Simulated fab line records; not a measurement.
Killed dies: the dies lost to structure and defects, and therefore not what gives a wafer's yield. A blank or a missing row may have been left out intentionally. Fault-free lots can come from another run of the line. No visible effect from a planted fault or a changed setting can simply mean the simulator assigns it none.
fab line records	flow nand-harc
record lots=15	wafers=44	last-day=33
route steps=1302 shown A_SGD_CUT@919 A_SLIT@940 A_SIN_REMOVE@951 A_WL_FILL@966
lots that met no fault: from a run of the same line without faults
start-h: hours from the record's opening day to when the first of the lot's shown wafers began	wait-h: time in hours since the lot's previous step	" as in the row above	L1.1+2: a single row standing in for several wafers	- no value, or no start was given	* or withheld: withheld	< > ~ a bound
route shown NAME@n: names a module that has steps shown in the file, with the first one's number in the route	usual: average and standard deviation across the fault-free wafers	same: alike in all rows	chamber/n: place in a boat	sites: the reading at each site	_std_site: the standard deviation of these	_edge_site: the outer-site mean with the inner-site mean subtracted	radius-mm: for every site, how far away it sits from the centre of the wafer	mask NAME#n: copy n	behind: the last tool/chamber to shape the wafer	hold: what put the lot on hold/how long, in hours/how the hold closed	device: names the non-switching transistor (n, p or np)	end of line: the same wafers' tests at the end of the route	a step given without rows: its recipe and nothing more	killed: dies that structure and defects cost at the first sort, which is not the same as the wafer's yield	map: dies across one wafer; x = killed, . = not, _ = none there
set.NAME: setting as actually run; set.NAME@STEP: the setting as run at that earlier step	model.NAME: the simulator's own value behind a step, which no gauge read
one table for each step of the route and one row for each wafer, over a sample of lots
services: when a tool's chamber went out of use (start-h, in hours from the record's first day, below 0 if earlier), for how many hours, and the reason
## steps
# step NHARC_A_SGD_CUT_ETCHBACK_24
# recipe target-depth-a=500	over-etch-frac=0.3	time-s=92.857	ion-energy-ev=120	ch3f-flow-sccm=50	o2-flow-sccm=30	ar-flow-sccm=200	rf-w=500	bias-w=100	chemistry=CH3F/O2
# usual ch3f-flow-sccm=50.01/0.14	drypump-motor-current-A=5.6/0.47	oes-product-au=0.97/0.035	rf-vpp-V=244.5/1.6	run-length-s=114.2/0.58	showerhead-plenum-p-Torr=2.47/0.1	throttle-valve-pct=20.662/0.0095
lot.wafer	tool	chamber	start-h	wait-h	ch3f-flow-sccm	drypump-motor-current-A	oes-product-au	rf-hours-counter-h	rf-vpp-V	run-length-s	showerhead-plenum-p-Torr	throttle-valve-pct
L339.3	rie-diel-08	3	423.57	0.2	50.00	6.5	0.91	2	240.8	113.4	2.35	20.668
L339.1	"	0	"	"	49.76	5.0	0.92	1	244.1	114.1	2.45	20.666
L339.2	"	1	"	"	50.04	5.2	0.91	1	246.7	114.5	2.63	20.672
L340.3	rie-diel-09	1	438.89	0.1	49.97	5.1	1.00	10	243.2	114.6	2.41	20.670
L340.1	"	3	"	"	49.98	5.7	1.01	8	244.6	114.7	2.53	20.670
L340.5	"	1	"	"	50.04	5.1	1.00	-	244.2	114.5	2.41	20.673
L341.3	rie-diel-08	1	438.93	0.2	49.86	5.2	0.98	2	245.2	114.6	2.63	20.655
L341.6	"	2	"	"	50.14	5.9	0.99	-	246.0	114.0	2.58	20.665
L341.5	"	3	"	"	50.07	6.4	0.99	-	242.2	113.5	2.35	20.650
L344.3	rie-diel-13	0	471.05	0.1	50.03	6.0	0.93	11	242.0	114.3	2.34	20.650
L344.5	"	0	"	"	50.07	6.0	0.94	-	242.9	114.0	2.34	20.674
L344.6	"	1	"	"	50.00	5.3	0.94	-	246.0	113.2	2.55	20.664
L342.2	rie-diel-08	3	471.06	0.2	50.04	6.5	0.92	4	243.0	113.7	2.35	20.660
L342.1	"	1	"	"	50.19	5.2	0.92	3	245.3	114.9	2.62	20.663
L342.5	"	3	"	"	49.91	6.5	0.91	-	241.7	113.4	2.35	20.658
L346.2	rie-diel-09	1	505.26	0.2	49.98	5.1	1.02	1	246.2	114.4	2.41	20.664
L346.4	"	2	"	"	49.67	5.3	0.99	1	244.0	114.7	2.41	20.646
L346.3	"	3	"	"	50.01	5.7	1.00	1	246.0	115.0	2.53	20.651
L345.4	rie-diel-08	1	505.26	0.1	50.00	5.2	0.92	6	246.1	114.4	2.62	20.672
L345.1	"	3	"	"	49.99	6.5	0.91	6	243.3	113.6	2.35	20.677
L345.6	"	1	"	"	49.99	5.2	0.91	-	245.4	115.1	2.62	20.661
L348.1	rie-diel-09	0	517.59	0.2	49.99	5.4	0.99	1	245.6	114.2	2.52	20.670
L348.4	"	1	"	"	50.09	5.1	1.00	1	244.6	114.7	2.41	20.680
L348.2	"	2	"	"	49.98	5.2	0.98	1	241.6	114.6	2.41	20.662
L351.2	rie-diel-08	1	533.68	0.1	50.10	5.2	0.99	0	246.9	114.4	2.62	20.654
L351.5	"	1	"	"	50.29	5.2	0.99	-	246.2	114.4	2.62	20.655
L352.4	rie-diel-08	2	558.04	0.2	50.08	5.9	0.92	1	245.6	114.1	2.57	20.677
L352.3	"	0	"	"	50.10	5.0	0.93	2	243.8	114.3	2.45	20.663
L352.5	"	2	"	"	49.98	5.9	0.92	-	247.5	114.5	2.57	20.681
L354.1	rie-diel-13	2	572.56	0.1	49.95	5.9	0.94	7	243.5	113.0	2.46	20.649
L354.2	"	3	"	"	50.23	5.2	0.93	8	242.5	114.8	2.30	20.651
L354.5	"	2	"	"	49.99	5.9	0.93	-	243.8	113.0	2.46	20.657
L355.1	rie-diel-08	1	579.58	0.2	49.74	5.2	0.92	2	245.7	114.6	2.62	20.674
L355.5	"	3	"	"	50.11	6.5	0.91	-	242.8	113.8	2.35	20.655
L355.6	"	0	"	"	50.16	5.0	0.92	-	243.7	114.6	2.45	20.667
L356.2	rie-diel-13	0	596.52	0.2	50.04	6.0	0.99	9	241.4	113.8	2.33	20.665
L356.1	"	1	"	"	49.80	5.3	1.00	7	245.6	113.0	2.54	20.662
L356.5	"	0	"	"	50.11	6.1	1.00	-	242.8	114.1	2.33	20.659
L358.1	rie-diel-09	1	625.95	0.2	50.07	5.1	1.01	10	243.4	114.7	2.41	20.673
L358.2	"	0	"	"	49.90	5.5	1.00	9	244.6	113.6	2.51	20.678
L358.6	"	2	"	"	50.16	5.2	0.99	-	243.0	114.4	2.40	20.677
L361.1	rie-diel-08	3	649.08	0.2	49.84	6.5	0.99	5	242.1	113.5	2.35	20.674
L361.3	"	0	"	"	50.11	5.0	0.99	5	244.6	114.3	2.45	20.674
L361.6	"	2	"	"	50.09	5.9	0.99	-	246.3	114.2	2.57	20.672
# step NHARC_A_SLIT_ETCH_26
# recipe bias-v=400	source-w=2000	pressure-mtorr=25	time-s=90	ar-flow-sccm=375	c4f8-flow-sccm=41.7	o2-flow-sccm=83.3	target-depth-a=4000	chemistry=C4F8/O2/Ar
# usual c4f8-flow-sccm=41.70/0.13	drypump-motor-current-A=5.6/0.68	he-backside-leak-sccm=6.2/1.1	showerhead-plenum-p-Torr=3.67/0.17	throttle-valve-pct=27.621/0.0085
lot.wafer	tool	chamber	start-h	wait-h	c4f8-flow-sccm	drypump-motor-current-A	he-backside-leak-sccm	rf-hours-counter-h	showerhead-plenum-p-Torr	throttle-valve-pct
L339.1	har-etch-02	0	437.56	3.0	41.67	4.9	4.9	34	3.96	27.613
L339.2	"	1	"	"	41.83	5.1	5.5	34	3.72	27.620
L339.3	"	1	"	"	41.85	5.1	5.5	-	3.72	27.630
L341.3	har-etch-01	1	449.27	1.3	41.73	6.4	6.8	-	3.60	27.625
L341.6	"	0	"	"	41.67	6.3	7.1	-	3.49	27.619
L341.5	"	1	"	"	41.70	6.4	7.0	-	3.60	27.613
L340.1	har-etch-02	0	449.46	3.1	41.73	4.9	4.8	45	3.95	27.615
L340.3	"	1	"	"	41.93	5.1	5.6	-	3.72	27.631
L340.5	"	0	"	"	41.90	4.9	4.9	-	3.95	27.620
L344.3	har-etch-02	1	482.26	1.3	41.81	5.1	5.7	-	3.71	27.648
L344.5	"	0	"	"	41.49	4.9	4.7	-	3.95	27.611
L344.6	"	1	"	"	41.76	5.1	5.5	-	3.71	27.620
L342.1	har-etch-01	1	482.45	3.0	41.83	6.5	7.2	276	3.59	27.617
L342.2	"	0	"	"	41.60	6.3	6.5	276	3.48	27.635
L342.5	"	0	"	"	41.79	6.3	6.5	-	3.48	27.620
L345.1	har-etch-01	0	515.54	3.0	41.72	6.3	7.1	295	3.47	27.630
L345.4	"	1	"	"	41.68	6.4	7.1	-	3.58	27.632
L345.6	"	1	"	"	41.76	6.4	7.2	-	3.58	27.643
L346.2	har-etch-02	0	515.74	2.4	41.55	4.9	4.9	83	3.93	27.619
L346.3	"	1	"	"	41.57	5.1	5.8	-	3.69	27.606
L346.4	"	0	"	"	41.81	4.9	4.9	-	3.93	27.618
L348.1	har-etch-01	1	527.73	3.0	41.92	6.5	7.3	303	3.58	27.632
L348.2	"	0	"	"	41.60	6.3	6.5	303	3.46	27.609
L348.4	"	0	"	"	41.67	6.3	6.9	-	3.46	27.617
L351.2	har-etch-01	0	544.15	2.5	41.60	6.3	12.9	314	3.46	27.618
L351.5	"	1	"	"	41.63	6.5	7.2	-	3.57	27.610
L352.3	har-etch-01	1	570.46	1.9	41.68	6.4	7.6	-	3.57	27.617
L352.4	"	0	"	"	41.54	6.2	6.7	-	3.45	27.632
L352.5	"	1	"	"	41.75	6.5	7.4	-	3.57	27.627
L354.1	har-etch-01	0	585.37	3.1	41.76	6.2	7.5	337	3.44	27.606
L354.2	"	1	"	"	41.55	6.5	7.4	337	3.56	27.617
L354.5	"	0	"	"	41.64	6.2	7.1	-	3.45	27.615
L355.1	har-etch-02	1	592.17	3.0	41.80	5.1	5.8	129	3.67	27.620
L355.6	"	1	"	"	41.60	5.1	5.6	-	3.67	27.619
L355.5	"	0	"	"	41.81	4.9	5.1	-	3.90	27.624
L356.1	har-etch-02	0	606.61	3.0	41.77	4.9	5.1	133	3.90	27.620
L356.2	"	1	"	"	41.64	5.1	5.9	133	3.67	27.617
L356.5	"	1	"	"	41.61	5.1	5.9	-	3.67	27.623
L358.1	har-etch-02	0	641.47	3.0	41.98	4.9	5.3	156	3.89	27.618
L358.2	"	1	"	"	41.64	5.1	5.7	156	3.65	27.613
L358.6	"	0	"	"	41.89	4.9	5.3	-	3.89	27.607
L361.1	har-etch-01	1	663.27	2.5	41.64	6.4	7.6	380	3.54	27.612
L361.3	"	0	"	"	41.62	6.3	7.7	-	3.42	27.626
L361.6	"	0	"	"	41.63	6.3	7.4	-	3.42	27.628
# step NHARC_A_SIN_REMOVE_INSPECT_04
# usual raw-defect-count=377/72
lot.wafer	tool	chamber	start-h	wait-h	raw-defect-count
L339.1	defect-inspect-02	-	445.65	0.0	429
L339.2	"	-	"	"	416
L339.3	"	-	"	"	399
L341.3	defect-inspect-02	-	457.15	0.0	391
L341.5	"	-	"	"	467
L341.6	"	-	"	"	266
L340.1	defect-inspect-01	-	457.16	0.0	283
L340.3	"	-	"	"	252
L340.5	"	-	"	"	315
L344.3	defect-inspect-01	-	490.35	0.0	377
L344.5	"	-	"	"	408
L344.6	"	-	"	"	324
L342.1	defect-inspect-02	-	490.40	0.0	289
L342.2	"	-	"	"	520
L342.5	"	-	"	"	356
L345.1	defect-inspect-02	-	523.66	0.0	308
L345.4	"	-	"	"	343
L345.6	"	-	"	"	344
L346.2	defect-inspect-01	-	523.70	0.0	480
L346.3	"	-	"	"	404
L346.4	"	-	"	"	527
L348.1	defect-inspect-02	-	535.79	0.0	373
L348.2	"	-	"	"	378
L348.4	"	-	"	"	449
L351.2	defect-inspect-02	-	552.10	0.0	403
L351.5	"	-	"	"	459
L352.3	defect-inspect-01	-	578.46	0.0	261
L352.4	"	-	"	"	332
L352.5	"	-	"	"	373
L354.1	defect-inspect-01	-	593.36	0.0	427
L354.2	"	-	"	"	351
L354.5	"	-	"	"	356
L355.1	defect-inspect-01	-	600.22	0.0	399
L355.5	"	-	"	"	361
L355.6	"	-	"	"	463
L356.1	defect-inspect-01	-	614.69	0.0	407
L356.2	"	-	"	"	356
L356.5	"	-	"	"	316
L358.1	defect-inspect-02	-	649.56	0.0	375
L358.2	"	-	"	"	430
L358.6	"	-	"	"	373
L361.1	defect-inspect-01	-	671.20	0.0	462
L361.3	"	-	"	"	555
L361.6	"	-	"	"	492
# step NHARC_A_WL_FILL_ETCHBACK_16
# recipe target-depth-a=1200	time-s=24	c4f8-flow-sccm=withheld	o2-flow-sccm=8	ar-flow-sccm=withheld	rf-w=600	bias-w=800	chemistry=C4F8/O2/Ar
# usual oes-product-au=0.982/0.028	rf-vpp-V=724/3.5	run-length-s=45.2/0.51
lot.wafer	tool	chamber	start-h	wait-h	oes-product-au	rf-hours-counter-h	rf-vpp-V	run-length-s
L339.2	rie-diel-11	0	457.30	-	1.009	2.5	725	44.4
L339.3	"	1	"	"	1.000	2.5	722	45.3
L339.1	"	2	"	"	0.993	2.1	725	44.8
L340.3	rie-diel-11	3	469.18	-	0.920	2.2	729	46.6
L340.1	"	1	"	"	0.920	2.6	723	45.1
L340.5	"	0	"	"	0.936	-	724	44.6
L341.3	rie-diel-01	0	469.26	-	0.986	3.1	729	44.9
L341.5	"	1	"	"	0.982	-	719	44.7
L341.6	"	2	"	"	0.993	-	724	45.4
L342.1	rie-diel-01	0	502.48	-	0.969	3.4	728	44.4
L342.2	"	3	"	"	0.946	3.7	720	45.6
L342.5	"	0	"	"	0.962	-	729	45.0
L344.3	rie-diel-02	3	502.50	-	0.938	2.9	723	45.1
L344.5	"	3	"	"	0.942	-	724	45.4
L344.6	"	0	"	"	0.940	-	723	44.7
L346.2	rie-diel-02	0	536.31	-	0.931	3.8	722	44.4
L346.4	"	2	"	"	0.930	4.0	717	45.2
L346.3	"	3	"	"	0.935	4.0	724	45.3
L345.4	rie-diel-02	2	538.44	-	0.993	4.0	718	45.4
L345.1	"	1	"	"	0.988	4.1	727	45.8
L345.6	"	3	"	"	0.999	-	725	45.8
L348.2	rie-diel-01	0	547.87	-	1.004	0.0	727	44.5
L348.1	"	1	"	"	1.001	0.0	718	44.9
L348.4	"	1	"	"	0.998	-	719	44.9
L351.2	rie-diel-02	2	567.16	-	1.004	0.2	719	45.6
L351.5	"	2	"	"	1.004	-	718	26.1
L352.3	rie-diel-02	1	590.27	-	0.972	0.8	728	45.3
L352.4	"	2	"	"	0.975	0.6	717	45.4
L352.5	"	1	"	"	0.982	-	727	27.0
L354.1	rie-diel-02	0	607.34	-	0.975	1.6	723	25.4
L354.2	"	2	"	"	0.998	1.4	720	45.3
L354.5	"	0	"	"	0.993	-	722	25.6
L355.1	rie-diel-01	3	611.91	-	1.014	2.1	721	45.5
L355.5	"	0	"	"	1.005	-	728	44.6
L355.6	"	1	"	"	0.994	-	718	44.5
L356.2	rie-diel-11	0	629.90	-	0.991	2.1	726	44.4
L356.1	"	2	"	"	1.005	0.6	725	44.6
L356.5	"	1	"	"	0.992	-	723	44.8
L358.1	rie-diel-02	3	660.38	-	0.986	2.9	724	45.4
L358.2	"	0	"	"	0.989	3.3	722	44.6
L358.6	"	2	"	"	0.993	-	718	45.2
L361.1	rie-diel-11	1	683.05	-	0.992	6.0	723	44.9
L361.3	"	2	"	"	1.005	4.6	726	44.8
L361.6	"	1	"	"	1.003	-	723	44.9
## services
tool	chamber	start-h	hours	kind
rie-diel-11	-	408.50	9.0	pm
rie-diel-01	0	414.90	6.9	repair
rie-diel-01	1	418.31	8.9	repair
rie-diel-09	1	439.12	5.7	repair
rie-diel-09	-	473.15	9.0	pm
rie-diel-08	-	475.24	0.2	repair
rie-diel-09	1	490.66	7.6	repair
rie-diel-11	1	494.12	7.3	repair
rie-diel-02	1	496.66	2.4	repair
rie-diel-02	-	497.31	0.4	repair
rie-diel-09	-	497.77	1.2	repair
rie-diel-02	2	501.78	12.5	repair
rie-diel-08	-	520.80	9.0	pm
rie-diel-01	-	533.87	9.0	pm
rie-diel-09	-	536.62	0.5	repair
rie-diel-01	3	545.36	9.9	repair
rie-diel-02	-	546.70	9.0	pm
rie-diel-11	-	585.50	9.0	pm
rie-diel-02	1	592.77	2.6	repair
rie-diel-02	-	600.23	2.8	repair
rie-diel-11	2	600.99	13.4	repair
rie-diel-11	3	608.11	3.4	repair
rie-diel-11	0	632.39	67.0	repair
rie-diel-08	-	636.21	1.3	repair
## key
first-sign step=NHARC_A_WL_FILL_ETCHBACK_16	reading=run-length-s	direction=down	sigmas=37	usual=*	struck=*
effect none on later readings
met-at NHARC_A_WL_FILL_ETCHBACK_16
struck-lots L351,L352,L354
struck-wafers L351.5,L352.5,L354.1,L354.5
later-rows-left-out L351.5,L352.5,L354.1,L354.5
sort-left-out L351.5,L352.5,L354.1,L354.5
tester-left-out L351,L352,L354
not-acting-at NHARC_A_SGD_CUT_ETCHBACK_24,NHARC_A_SLIT_ETCH_26,NHARC_A_SIN_REMOVE_INSPECT_04
onset-between 538.44 567.16
fault kind=process-parameter-drift	tool=rie-diel-02	chamber=-	onset-h=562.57	steps=NHARC_A_WL_FILL_ETCHBACK_16	channel=time-s	offset=*	shape=step	end-h=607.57	scope=struck-wafers-only	acts-in=*	stated=*
# tester-left-out: of these lots the tester's yield and bins aren't shown, on N5 and GAA mostly nor the transistor test; their killed dies are dies lost to structure and defects alone, not to doping, threshold or leakage, so they don't give the yield
# sort-left-out: the simulated sort isn't trusted on such a fault, so these wafers' sort isn't shown, and their yield isn't known
# later-rows-left-out: the simulator's readings of these wafers behind a module that went badly wrong aren't trusted and aren't shown, but for the sort
